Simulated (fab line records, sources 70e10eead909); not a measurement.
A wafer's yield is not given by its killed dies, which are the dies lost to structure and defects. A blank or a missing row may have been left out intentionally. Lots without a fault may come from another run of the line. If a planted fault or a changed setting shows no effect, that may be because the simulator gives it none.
Chamber matching | flow nand_harc | pecvd-01 running NHARC_A_STAIRCASE_DEP_156: 3 sister chambers
The step deposits SiNx, target thk 50 nm. 22 wafers are shown with their chamber, then 11 later ones without.

== WAFERS, EACH WITH ITS CHAMBER ==
wafer  | chamber | heater_power_w (W)
L078.1 | 0       | 739
L078.4 | 0       | 760
L078.5 | 0       | 768
L079.1 | 0       | 701
L079.3 | 0       | 706
L079.5 | 0       | 716
L080.4 | 2       | 745
L080.5 | 2       | 734
L080.6 | 0       | 782
L087.2 | 2       | 825
L087.4 | 1       | 699
L087.5 | 2       | 818
L086.2 | 2       | 716
L086.3 | 0       | 775
L086.4 | 1       | 781
L088.3 | 1       | 753
L088.5 | 2       | 794
L088.6 | 0       | 838
L089.1 | 2       | 690
L089.4 | 2       | 665
L089.6 | 1       | 731
L093.2 | 0       | 804

SIGNATURES (means of the wafers above)
reading        | chamber 0 | chamber 1 | chamber 2 | scatter within a chamber
heater_power_w | 758.90    | 741.00    | 748.38    | 49
Rule: for a wafer and a chamber, the distance is found by dividing, reading by reading, the gap between the wafer's reading and the chamber's mean by the reading's scatter, squaring, summing and taking the root. If the next closest chamber is less than 2 further off than the closest, the wafer can't be placed; otherwise it belongs to the closest. The scatter: the root of (the sum of the squares of (reading less its chamber's mean) over the shown wafers, divided by (wafers less chambers)).

== WAFERS WITHOUT THEIR CHAMBER ==
wafer  | heater_power_w (W)
L093.4 | 693
L093.6 | 787
L093.1 | 679
L093.3 | 822
L093.5 | 825
L092.2 | 688
L092.5 | 721
L092.6 | 713
L091.4 | 793
L091.5 | 797
L091.6 | 765

== WHICH CHAMBER EACH ONE RAN IN ==
wafer  | from the rows above          | in truth
L093.4 | can't be placed: 1 or 2 or 0 | 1
L093.6 | can't be placed: 0 or 2 or 1 | 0
L093.1 | can't be placed: 1 or 2 or 0 | 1
L093.3 | can't be placed: 0 or 2 or 1 | 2
L093.5 | can't be placed: 0 or 2 or 1 | 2
L092.2 | can't be placed: 1 or 2 or 0 | 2
L092.5 | can't be placed: 1 or 2 or 0 | 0
L092.6 | can't be placed: 1 or 2 or 0 | 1
L091.4 | can't be placed: 0 or 2 or 1 | 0
L091.5 | can't be placed: 0 or 2 or 1 | 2
L091.6 | can't be placed: 0 or 2 or 1 | 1
0 of 11 placed correctly. Not placeable from these rows: 11 (in 11, the candidates include the true chamber). Number placed wrongly: 0.
